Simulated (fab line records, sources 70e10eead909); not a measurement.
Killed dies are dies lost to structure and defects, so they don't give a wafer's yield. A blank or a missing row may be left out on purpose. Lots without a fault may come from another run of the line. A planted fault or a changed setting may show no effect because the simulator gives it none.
fab line records | flow nand_harc | part 1 of 2: steps 1 to 24 of 32
record lots=5 wafers=15 last_day=25
route steps=1159 shown A_CONTACT@926
lots that met no fault: from a run of the same line without faults
start_h: hours from the record's first day to the start of the lot's first wafer shown | wait_h: hours since the lot's step before | " the same as in the row above | L1.1+2: a row that stands for several wafers | - no value, or no start given | * or withheld: withheld | < > ~ a bound
route shown NAME@n: a module of which the file shows steps, and the number in the route of the first | usual: mean/standard deviation of fault-free wafers | same: alike in all rows | chamber/n: place in a boat | sites: the reading at each site | _std_site: their standard deviation | _edge_site: outer sites' mean less inner sites' | radius_mm: how far each site lies from the wafer's centre | mask NAME#n: copy n | behind: the tool/chamber that last shaped the wafer | hold: why the lot was held/for how many hours/how that ended | device: the transistor (n, p or np) that didn't switch | end of line: the same wafers' tests at the end of the route | a step without rows: its recipe alone | killed: dies lost to structure and defects at the first sort, not the wafer's yield | map: a wafer's dies, x killed, . not, _ none there
set.NAME: the setting as run; set.NAME@STEP: as run at that earlier step | model.NAME: the simulator's own value behind a step, which no gauge read
lots at some steps of the route; a table a step, a row a wafer
services: from which hour (start_h, from the record's first day; less than 0 if before it) a tool's chamber was out of use, for how many hours, and why
## steps
# step NHARC_A_CONTACT_HMDS_01
# recipe time_s=30
# columns lot.wafer tool chamber start_h wait_h
L074.2+4+6 litho_track-01 0 - -
L079.1+2+5 litho_track-06 0 - -
L085.1+4+5 litho_track-01 0 - -
L090.1+2+3 litho_track-01 0 - -
L097.2+3+6 litho_track-06 0 - -
# step NHARC_A_CONTACT_COAT_86
# recipe temp_c=260 time_s=75
# columns lot.wafer tool chamber start_h wait_h
L074.2+4+6 litho_track-01 0 - -
L079.1+2+5 litho_track-06 0 - -
L085.1+4+5 litho_track-01 0 - -
L090.1+2+3 litho_track-01 0 - -
L097.2+3+6 litho_track-06 0 - -
# step NHARC_A_CONTACT_COAT_87
# recipe temp_c=225 time_s=65
# columns lot.wafer tool chamber start_h wait_h
L074.2+4+6 litho_track-01 0 - -
L079.1+2+5 litho_track-06 0 - -
L085.1+4+5 litho_track-01 0 - -
L090.1+2+3 litho_track-01 0 - -
L097.2+3+6 litho_track-06 0 - -
# step NHARC_A_CONTACT_COAT_02
# recipe spin_rpm=1500 resist_thk_nm=90
# columns lot.wafer tool chamber start_h wait_h
L074.2+4+6 litho_track-01 0 - -
L079.1+2+5 litho_track-06 0 - -
L085.1+4+5 litho_track-01 0 - -
L090.1+2+3 litho_track-01 0 - -
L097.2+3+6 litho_track-06 0 - -
# step NHARC_A_CONTACT_SOFTBAKE_03
# recipe temp_c=105 time_s=55
# columns lot.wafer tool chamber start_h wait_h
L074.2+4+6 litho_track-01 0 - -
L079.1+2+5 litho_track-06 0 - -
L085.1+4+5 litho_track-01 0 - -
L090.1+2+3 litho_track-01 0 - -
L097.2+3+6 litho_track-06 0 - -
# step NHARC_A_CONTACT_EBR_04
# columns lot.wafer tool chamber start_h wait_h
L074.2+4+6 litho_track-01 0 - -
L079.1+2+5 litho_track-06 0 - -
L085.1+4+5 litho_track-01 0 - -
L090.1+2+3 litho_track-01 0 - -
L097.2+3+6 litho_track-06 0 - -
# step NHARC_A_CONTACT_EXPOSE_05
# recipe na=1.35 sigma_outer=0.8 dose_mj=84.24 mask_id=A_CC
# columns lot.wafer tool chamber start_h wait_h mask
L074.2+4+6 arfi_scanner-03 0 368.42 - A_CC#0
L079.1+2+5 arfi_scanner-02 0 420.97 - A_CC#0
L085.1+4+5 arfi_scanner-02 0 441.33 - A_CC#0
L090.1+2+3 arfi_scanner-02 0 481.26 - A_CC#0
L097.2+3+6 arfi_scanner-02 0 529.19 - A_CC#0
# step NHARC_A_CONTACT_PEB_06
# recipe peb_temp_c=100 peb_time_s=65
# columns lot.wafer tool chamber start_h wait_h
L074.2+4+6 litho_track-06 0 368.48 0.1
L079.1+2+5 litho_track-01 0 421.03 0.1
L085.1+4+5 litho_track-06 0 441.39 0.1
L090.1+2+3 litho_track-06 0 481.32 0.1
L097.2+3+6 litho_track-06 0 529.25 0.1
# step NHARC_A_CONTACT_DEVELOP_07
# recipe develop_time_s=35 dev_temp_c=23
# usual developer_temp_C=23.00/0.11
# columns lot.wafer tool chamber start_h wait_h developer_temp_C
L074.2 litho_track-06 0 - - 22.88
L074.4 " 0 " " 22.80
L074.6 " 0 " " 22.83
L079.1 litho_track-01 0 - - 22.99
L079.2 " 0 " " 22.92
L079.5 " 0 " " 22.88
L085.1 litho_track-06 0 - - 23.01
L085.4 " 0 " " 23.15
L085.5 " 0 " " 22.99
L090.1 litho_track-06 0 - - 22.97
L090.2 " 0 " " 23.02
L090.3 " 0 " " 23.04
L097.2 litho_track-06 0 - - 23.03
L097.3 " 0 " " 22.90
L097.6 " 0 " " 22.85
# step NHARC_A_CONTACT_CD_MEAS_08
# recipe target_cd_nm=100 landing_energy_ev=500
# usual cd_nm=100.3/0.59
# columns lot.wafer tool chamber start_h wait_h cd_nm
L074.2 cd_sem-03 0 368.56 - 100.1
L074.4 " 0 " " 100.1
L074.6 " 0 " " 99.8
L079.1 cd_sem-01 0 421.11 - 100.0
L079.2 " 0 " " 100.7
L079.5 " 0 " " 99.9
L085.1 cd_sem-02 0 441.47 - 101.0
L085.4 " 0 " " 100.9
L085.5 " 0 " " 100.4
L090.1 cd_sem-03 0 481.40 - 100.2
L090.2 " 0 " " 100.7
L090.3 " 0 " " 99.6
L097.2 cd_sem-03 0 529.33 - 99.9
L097.3 " 0 " " 100.6
L097.6 " 0 " " 100.5
# step NHARC_A_CONTACT_OVL_MEAS_09
# usual overlay_x_nm=-0.2/0.84 overlay_y_nm=0.0/0.89
# columns lot.wafer tool chamber start_h wait_h overlay_x_nm overlay_y_nm
L074.2 overlay-02 - 368.65 - -0.7 1.1
L074.4 " - " " -0.3 1.0
L074.6 " - " " -0.5 1.4
L079.1 overlay-02 - 421.20 - 0.5 0.9
L079.2 " - " " 0.6 0.4
L079.5 " - " " 0.6 0.6
L085.1 overlay-02 - 441.56 - -1.7 -0.9
L085.4 " - " " -1.5 -0.9
L085.5 " - " " -2.0 -0.7
L090.1 overlay-02 - 481.49 - -1.2 -1.0
L090.2 " - " " -0.7 -0.5
L090.3 " - " " -0.7 -1.0
L097.2 overlay-02 - 529.41 - -0.6 -0.8
L097.3 " - " " -1.0 -1.0
L097.6 " - " " -0.5 -0.8
# step NHARC_A_CONTACT_INSPECT_10
# usual raw_defect_count=30/14
# columns lot.wafer tool chamber start_h wait_h raw_defect_count
L074.2 defect_inspect-02 - 368.68 0.0 33
L074.4 " - " " 26
L074.6 " - " " 48
L079.1 defect_inspect-01 - 421.24 0.0 26
L079.2 " - " " 16
L079.5 " - " " 18
L085.1 defect_inspect-01 - 441.60 0.0 34
L085.4 " - " " 40
L085.5 " - " " 36
L090.1 defect_inspect-01 - 481.53 0.0 59
L090.2 " - " " 60
L090.3 " - " " 39
L097.2 defect_inspect-01 - 529.45 0.0 40
L097.3 " - " " 39
L097.6 " - " " 46
# step NHARC_A_CONTACT_DESCUM_13
# recipe time_s=3 o2_flow_sccm=200 ar_flow_sccm=0 bias_power_w=0 chemistry=O2
# usual drypump_motor_current_A=5.6/0.53 oes_product_au=1.005/0.012 rf_vpp_V=57.6/0.93 showerhead_plenum_p_Torr=1.89/0.07 throttle_valve_pct=11.309/0.009
# columns lot.wafer tool chamber start_h wait_h drypump_motor_current_A oes_product_au rf_hours_counter_h rf_vpp_V showerhead_plenum_p_Torr throttle_valve_pct
L074.2 rie_diel-03 1 368.74 0.1 4.9 1.011 50 58.6 1.94 11.304
L074.4 " 2 " " 5.2 1.009 55 57.5 1.96 11.309
L074.6 " 2 " " 5.2 1.012 - 57.8 1.96 11.313
L079.2 rie_diel-03 1 421.31 0.1 4.9 0.999 6 58.7 1.94 11.310
L079.1 " 2 " " 5.2 1.018 8 58.6 1.96 11.310
L079.5 " 0 " " 5.1 0.993 - 57.9 1.88 11.322
L085.1 rie_diel-10 0 441.67 0.1 5.3 1.023 14 59.1 1.96 11.306
L085.4 " 1 " " 6.8 1.010 16 58.9 1.86 11.312
L085.5 " 0 " " 5.3 1.011 - 57.7 1.96 11.305
L090.1 rie_diel-03 2 481.60 0.1 5.2 0.997 32 58.0 1.95 11.317
L090.3 " 3 " " 6.0 1.006 30 58.3 1.87 11.305
L090.2 " 0 " " 5.1 0.990 27 58.7 1.88 11.308
L097.3 rie_diel-10 3 529.53 0.1 5.5 0.993 31 56.8 1.80 11.319
L097.2 " 0 " " 5.3 1.023 30 57.0 1.96 11.311
L097.6 " 2 " " 5.3 1.017 - 56.8 1.77 11.292
# step NHARC_A_CONTACT_ETCH_88
# recipe target_depth_a=390 over_etch_frac=0.3 time_s=65 ion_energy_ev=80 cf4_flow_sccm=150 ar_flow_sccm=0 rf_w=300 bias_w=100 chemistry=CF4
# usual drypump_motor_current_A=5.6/0.51 oes_product_au=1.006/0.012 rf_vpp_V=151.0/1.1 showerhead_plenum_p_Torr=1.74/0.06 throttle_valve_pct=13.283/0.0086
# columns lot.wafer tool chamber start_h wait_h drypump_motor_current_A oes_product_au rf_hours_counter_h rf_vpp_V showerhead_plenum_p_Torr throttle_valve_pct
L074.4 rie_diel-03 0 368.84 0.1 5.1 1.026 53 150.6 1.75 13.275
L074.2 " 1 " " 4.9 1.009 50 152.3 1.79 13.277
L074.6 " 2 " " 5.2 1.014 - 152.4 1.81 13.291
L079.1 rie_diel-03 1 421.38 0.1 4.9 1.002 7 152.0 1.79 13.278
L079.2 " 2 " " 5.2 1.019 8 149.7 1.81 13.286
L079.5 " 2 " " 5.2 1.012 - 150.7 1.81 13.287
L085.1 rie_diel-10 3 441.74 0.1 5.5 0.992 16 149.7 1.67 13.280
L085.4 " 1 " " 6.7 1.014 16 151.1 1.73 13.284
L085.5 " 0 " " 5.3 1.012 - 152.6 1.81 13.277
L090.2 rie_diel-03 2 481.67 0.1 5.2 1.007 32 153.2 1.80 13.271
L090.1 " 3 " " 6.0 0.999 30 150.7 1.73 13.291
L090.3 " 1 " " 4.9 1.006 29 150.7 1.78 13.281
L097.3 rie_diel-10 2 529.60 0.1 5.3 1.006 30 149.1 1.64 13.255
L097.2 " 1 " " 6.7 1.016 31 150.8 1.72 13.286
L097.6 " 2 " " 5.3 1.019 - 150.4 1.64 13.275
# step NHARC_A_CONTACT_ETCH_89
# recipe target_depth_a=2600 over_etch_frac=0.3 time_s=475.3 ion_energy_ev=200 n2_flow_sccm=150 h2_flow_sccm=150 ar_flow_sccm=0 rf_w=400 bias_w=150 chemistry=N2/H2
# usual drypump_motor_current_A=5.6/0.52 oes_product_au=1.006/0.013 rf_vpp_V=429.7/2.3 showerhead_plenum_p_Torr=2.00/0.076 throttle_valve_pct=14.172/0.009
# columns lot.wafer tool chamber start_h wait_h drypump_motor_current_A oes_product_au rf_hours_counter_h rf_vpp_V showerhead_plenum_p_Torr throttle_valve_pct
L074.4 rie_diel-03 0 - - 5.1 1.014 53 431.1 2.02 14.168
L074.2 " 1 " " 4.9 1.001 50 431.9 2.07 14.175
L074.6 " 3 " " 6.1 1.018 - 429.8 2.01 14.185
L079.2 rie_diel-03 0 - - 5.1 1.002 6 430.6 2.01 14.169
L079.1 " 3 " " 6.1 1.008 7 431.2 2.00 14.172
L079.5 " 1 " " 4.9 1.009 - 431.2 2.07 14.175
L085.1 rie_diel-10 0 - - 5.3 1.020 14 432.7 2.10 14.184
L085.4 " 1 " " 6.7 1.019 16 428.4 1.99 14.171
L085.5 " 3 " " 5.5 1.002 - 427.6 1.92 14.175
L090.3 rie_diel-03 0 - - 5.1 0.989 27 429.3 2.00 14.182
L090.1 " 1 " " 4.9 1.001 29 432.1 2.06 14.164
L090.2 " 2 " " 5.2 1.013 32 432.5 2.08 14.175
L097.3 rie_diel-10 3 - - 5.5 0.988 31 427.0 1.91 14.154
L097.2 " 0 " " 5.3 1.007 30 431.6 2.09 14.170
L097.6 " 3 " " 5.5 0.984 - 427.3 1.91 14.167
# step NHARC_A_CONTACT_ETCH_30
# recipe target_depth_a=605 time_s=30.2 cf4_flow_sccm=100 chf3_flow_sccm=30 ar_flow_sccm=0 rf_w=500 bias_w=200 chemistry=CF4/CHF3
# usual drypump_motor_current_A=5.6/0.5 oes_product_au=0.947/0.024 rf_vpp_V=369.9/2 showerhead_plenum_p_Torr=1.55/0.054 throttle_valve_pct=16.804/0.0096
# columns lot.wafer tool chamber start_h wait_h drypump_motor_current_A oes_product_au rf_hours_counter_h rf_vpp_V showerhead_plenum_p_Torr throttle_valve_pct
L074.4 rie_diel-03 3 - - 6.0 0.936 57 369.0 1.55 16.817
L074.2 " 0 " " 5.1 0.942 54 368.8 1.56 16.804
L074.6 " 1 " " 4.9 0.931 - 370.8 1.60 16.795
L079.1 rie_diel-03 1 - - 4.9 0.925 7 373.2 1.59 16.799
L079.2 " 3 " " 6.0 0.930 7 369.3 1.55 16.824
L079.5 " 0 " " 5.1 0.906 - 370.6 1.55 16.802
L085.1 rie_diel-10 3 - - 5.5 0.963 16 368.4 1.49 16.804
L085.4 " 0 " " 5.3 0.992 14 371.4 1.61 16.794
L085.5 " 0 " " 5.3 0.980 - 372.4 1.61 16.812
L090.1 rie_diel-03 3 - - 6.0 0.978 30 369.1 1.54 16.812
L090.3 " 1 " " 4.9 0.958 29 371.2 1.59 16.814
L090.2 " 2 " " 5.2 0.965 32 371.4 1.60 16.809
L097.2 rie_diel-10 0 - - 5.3 0.995 30 370.8 1.61 16.800
L097.3 " 1 " " 6.7 0.977 32 371.1 1.53 16.810
L097.6 " 0 " " 5.3 0.991 - 372.1 1.61 16.808
# step NHARC_A_CONTACT_ETCH_31
# recipe target_depth_a=20000 over_etch_frac=0.3 time_s=520 ion_energy_ev=150 o2_flow_sccm=400 cos_flow_sccm=20 ar_flow_sccm=0 rf_w=500 bias_w=300 chemistry=O2/COS
# usual drypump_motor_current_A=5.6/0.51 oes_product_au=1.005/0.014 rf_vpp_V=313.6/1.7 showerhead_plenum_p_Torr=3.08/0.11 throttle_valve_pct=28.330/0.0092
# columns lot.wafer tool chamber start_h wait_h drypump_motor_current_A oes_product_au rf_hours_counter_h rf_vpp_V showerhead_plenum_p_Torr throttle_valve_pct
L074.2 rie_diel-03 0 - - 5.1 1.014 54 313.1 3.09 28.342
L074.4 " 2 " " 5.2 1.009 55 316.0 3.20 28.313
L074.6 " 0 " " 5.1 1.013 - 314.6 3.09 28.338
L079.2 rie_diel-03 3 - - 6.1 1.000 7 313.0 3.07 28.327
L079.1 " 1 " " 4.9 0.995 7 313.7 3.16 28.331
L079.5 " 0 " " 5.1 0.988 - 313.0 3.08 28.340
L085.4 rie_diel-10 1 - - 6.8 1.008 16 312.8 3.05 28.338
L085.1 " 2 " " 5.3 1.016 15 309.9 2.90 28.322
L085.5 " 1 " " 6.8 1.016 - 314.0 3.05 28.337
L090.3 rie_diel-03 0 - - 5.1 0.996 27 313.0 3.07 28.347
L090.2 " 1 " " 4.9 1.005 29 314.3 3.15 28.328
L090.1 " 2 " " 5.2 1.002 32 313.8 3.18 28.328
L097.3 rie_diel-10 3 - - 5.5 0.984 32 312.1 2.95 28.320
L097.2 " 1 " " 6.7 1.014 32 314.1 3.04 28.316
L097.6 " 3 " " 5.5 0.983 - 311.1 2.95 28.334
# step NHARC_A_CONTACT_ETCH_134
# recipe source_w=withheld pressure_mtorr=20 bias_v=withheld time_s=140 target_depth_a=7000 ar_flow_sccm=withheld c4f8_flow_sccm=withheld o2_flow_sccm=withheld chemistry=C4F8/O2/Ar
# columns lot.wafer tool chamber start_h wait_h rf_hours_counter_h
L074.2 har_cap_etch-02 0 369.73 - 9
L074.4 " 0 " " -
L074.6 " 1 " " -
L079.2 har_cap_etch-01 1 422.28 - 67
L079.1 " 0 " " 67
L079.5 " 1 " " -
L085.1 har_cap_etch-03 1 442.65 - 95
L085.4 " 0 " " -
L085.5 " 0 " " -
L090.1 har_cap_etch-01 0 482.60 - 77
L090.2 " 1 " " 77
L090.3 " 0 " " -
L097.2 har_cap_etch-01 1 530.51 - 85
L097.3 " 1 " " -
L097.6 " 1 " " -
# step NHARC_A_CONTACT_ETCH_135
# recipe source_w=withheld pressure_mtorr=20 bias_v=3000 time_s=132 target_depth_a=12870 ar_flow_sccm=withheld c4f8_flow_sccm=withheld o2_flow_sccm=withheld chemistry=C4F8/O2/Ar
# columns lot.wafer tool chamber start_h wait_h rf_hours_counter_h
L074.2 har_cap_etch-02 0 369.94 0.2 9
L074.4 " 0 " " -
L074.6 " 1 " " -
L079.2 har_cap_etch-01 1 422.48 0.2 67
L079.1 " 0 " " 67
L079.5 " 1 " " -
L085.1 har_cap_etch-03 1 442.85 0.2 95
L085.4 " 0 " " -
L085.5 " 0 " " -
L090.1 har_cap_etch-01 0 482.81 0.2 77
L090.2 " 1 " " 77
L090.3 " 0 " " -
L097.2 har_cap_etch-01 1 530.70 0.2 85
L097.3 " 1 " " -
L097.6 " 1 " " -
# step NHARC_A_CONTACT_ETCH_136
# recipe source_w=withheld pressure_mtorr=20 bias_v=3000 time_s=132 target_depth_a=12870 ar_flow_sccm=withheld c4f8_flow_sccm=withheld o2_flow_sccm=withheld chemistry=C4F8/O2/Ar
# columns lot.wafer tool chamber start_h wait_h rf_hours_counter_h
L074.2 har_cap_etch-02 0 370.06 0.1 9
L074.4 " 0 " " -
L074.6 " 1 " " -
L079.2 har_cap_etch-01 1 422.61 0.1 67
L079.1 " 0 " " 67
L079.5 " 1 " " -
L085.1 har_cap_etch-03 1 442.97 0.1 95
L085.4 " 0 " " -
L085.5 " 0 " " -
L090.1 har_cap_etch-01 0 482.93 0.1 77
L090.2 " 1 " " 77
L090.3 " 0 " " -
L097.2 har_cap_etch-01 1 530.82 0.1 86
L097.3 " 1 " " -
L097.6 " 1 " " -
# step NHARC_A_CONTACT_ETCH_137
# recipe source_w=withheld pressure_mtorr=20 bias_v=3000 time_s=132 target_depth_a=12870 ar_flow_sccm=withheld c4f8_flow_sccm=withheld o2_flow_sccm=withheld chemistry=C4F8/O2/Ar
# columns lot.wafer tool chamber start_h wait_h rf_hours_counter_h
L074.2 har_cap_etch-02 0 370.18 0.1 9
L074.4 " 0 " " -
L074.6 " 1 " " -
L079.2 har_cap_etch-01 1 422.73 0.1 67
L079.1 " 0 " " 67
L079.5 " 1 " " -
L085.1 har_cap_etch-03 1 443.09 0.1 95
L085.4 " 0 " " -
L085.5 " 0 " " -
L090.1 har_cap_etch-01 0 483.05 0.1 77
L090.2 " 1 " " 77
L090.3 " 0 " " -
L097.2 har_cap_etch-01 1 530.94 0.1 86
L097.3 " 1 " " -
L097.6 " 1 " " -
# step NHARC_A_CONTACT_ETCH_138
# recipe source_w=withheld pressure_mtorr=20 bias_v=3000 time_s=132 target_depth_a=12890 ar_flow_sccm=withheld c4f8_flow_sccm=withheld o2_flow_sccm=withheld chemistry=C4F8/O2/Ar
# columns lot.wafer tool chamber start_h wait_h rf_hours_counter_h
L074.2 har_cap_etch-02 0 370.31 0.1 9
L074.4 " 0 " " -
L074.6 " 1 " " -
L079.2 har_cap_etch-01 1 422.85 0.1 67
L079.1 " 0 " " 67
L079.5 " 1 " " -
L085.1 har_cap_etch-03 1 443.22 0.1 95
L085.4 " 0 " " -
L085.5 " 0 " " -
L090.1 har_cap_etch-01 0 483.17 0.1 77
L090.2 " 1 " " 77
L090.3 " 0 " " -
L097.2 har_cap_etch-01 1 531.07 0.1 86
L097.3 " 1 " " -
L097.6 " 1 " " -
# step NHARC_A_CONTACT_ETCH_139
# recipe source_w=withheld pressure_mtorr=20 bias_v=400 time_s=137 target_depth_a=5900 ar_flow_sccm=withheld c4f8_flow_sccm=11.5 o2_flow_sccm=7.2 chemistry=C4F8/O2/Ar
# columns lot.wafer tool chamber start_h wait_h rf_hours_counter_h
L074.2 har_cap_etch-02 0 370.43 0.1 9
L074.4 " 0 " " -
L074.6 " 1 " " -
L079.2 har_cap_etch-01 1 422.98 0.1 67
L079.1 " 0 " " 67
L079.5 " 1 " " -
L085.1 har_cap_etch-03 1 443.34 0.1 96
L085.4 " 0 " " -
L085.5 " 0 " " -
L090.1 har_cap_etch-01 0 483.29 0.1 77
L090.2 " 1 " " 77
L090.3 " 0 " " -
L097.2 har_cap_etch-01 1 531.19 0.1 86
L097.3 " 1 " " -
L097.6 " 1 " " -
# step NHARC_A_CONTACT_ETCH_92
# recipe target_depth_a=400 over_etch_frac=0.5 time_s=85.7 ion_energy_ev=120 ch3f_flow_sccm=50 o2_flow_sccm=30 ar_flow_sccm=200 rf_w=500 bias_w=100 chemistry=CH3F/O2
# usual drypump_motor_current_A=5.6/0.54 oes_product_au=0.939/0.025 rf_vpp_V=243.6/1.5 showerhead_plenum_p_Torr=2.41/0.088 throttle_valve_pct=20.663/0.0096
# columns lot.wafer tool chamber start_h wait_h drypump_motor_current_A oes_product_au rf_hours_counter_h rf_vpp_V showerhead_plenum_p_Torr throttle_valve_pct
L074.2 rie_diel-10 2 370.84 0.4 5.3 1.012 1 242.2 2.29 20.664
L074.4 " 1 " " 6.7 1.027 1 244.2 2.40 20.660
L074.6 " 2 " " 5.3 1.013 - 241.4 2.29 20.664
L079.1 rie_diel-10 0 423.38 0.3 5.3 1.019 13 244.4 2.52 20.663
L079.2 " 2 " " 5.3 1.010 11 242.2 2.28 20.670
L079.5 " 1 " " 6.7 1.025 - 243.2 2.40 20.664
L085.1 rie_diel-12 0 443.80 0.4 5.6 0.927 21 245.3 2.50 20.650
L085.4 " 2 " " 6.1 0.909 21 246.7 2.56 20.671
L085.5 " 3 " " 5.3 0.924 - 244.2 2.48 20.664
L090.1 rie_diel-10 1 483.69 0.4 6.8 0.945 24 242.7 2.40 20.658
L090.3 " 2 " " 5.3 0.938 23 242.4 2.28 20.651
L090.2 " 3 " " 5.5 0.911 24 241.4 2.32 20.663
L097.2 rie_diel-12 1 531.59 0.4 5.9 0.917 52 242.4 2.34 20.650
L097.3 " 2 " " 6.1 0.908 51 244.6 2.55 20.662
L097.6 " 1 " " 5.9 0.911 - 243.3 2.34 20.678
